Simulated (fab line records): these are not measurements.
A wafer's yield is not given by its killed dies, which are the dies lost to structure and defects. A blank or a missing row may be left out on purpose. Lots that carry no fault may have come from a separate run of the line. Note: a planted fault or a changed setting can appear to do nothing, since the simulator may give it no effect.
Matching of chambers / flow n5_finfet / rie_diel-02 running N5_BEOL_M3_STRIP_19: 4 sister chambers
The step strips in O2. 4 wafers are shown with their chamber, then 12 later ones without.

## WAFERS WITH THEIR CHAMBER
wafer=L081.3; chamber=0; showerhead_plenum_p_Torr (Torr)=2.21
wafer=L085.1; chamber=1; showerhead_plenum_p_Torr (Torr)=2.18
wafer=L085.4; chamber=2; showerhead_plenum_p_Torr (Torr)=1.99
wafer=L085.5; chamber=3; showerhead_plenum_p_Torr (Torr)=2.24

## WAFERS WITH NO CHAMBER GIVEN
wafer=L090.2; showerhead_plenum_p_Torr (Torr)=2.21
wafer=L090.3; showerhead_plenum_p_Torr (Torr)=2.18
wafer=L090.5; showerhead_plenum_p_Torr (Torr)=2.18
wafer=L093.2; showerhead_plenum_p_Torr (Torr)=2.20
wafer=L093.4; showerhead_plenum_p_Torr (Torr)=1.99
wafer=L093.6; showerhead_plenum_p_Torr (Torr)=2.17
wafer=L097.1; showerhead_plenum_p_Torr (Torr)=2.17
wafer=L097.2; showerhead_plenum_p_Torr (Torr)=2.23
wafer=L097.3; showerhead_plenum_p_Torr (Torr)=1.98
wafer=L097.4; showerhead_plenum_p_Torr (Torr)=2.20
wafer=L097.5; showerhead_plenum_p_Torr (Torr)=1.98
wafer=L097.6; showerhead_plenum_p_Torr (Torr)=2.17

## CHAMBER TAKEN BY EACH
wafer=L090.2; from the rows above=0; in truth=0
wafer=L090.3; from the rows above=1; in truth=1
wafer=L090.5; from the rows above=1; in truth=1
wafer=L093.2; from the rows above=can't be placed: 0 or 1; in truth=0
wafer=L093.4; from the rows above=2; in truth=2
wafer=L093.6; from the rows above=1; in truth=1
wafer=L097.1; from the rows above=1; in truth=1
wafer=L097.2; from the rows above=can't be placed: 3 or 0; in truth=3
wafer=L097.3; from the rows above=2; in truth=2
wafer=L097.4; from the rows above=can't be placed: 0 or 1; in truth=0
wafer=L097.5; from the rows above=2; in truth=2
wafer=L097.6; from the rows above=1; in truth=1
Correct placement for 9 of the 12. Not placeable from these rows: 3 (in 3, the candidates include the true chamber). Number placed wrongly: 0.
How it was worked out, from the rows above alone: a wafer's distance from a chamber is the root of the sum, over the readings, of the square of ((its reading less the chamber's mean) divided by the reading's scatter). The wafer belongs to the nearest chamber; if the next one is less than 2 further off, it can't be placed. The mean given for a chamber averages the wafers shown for that chamber. The scatter: with one shown wafer a chamber, the root of the mean of the squares of how far each hidden wafer lies from its nearest shown one.
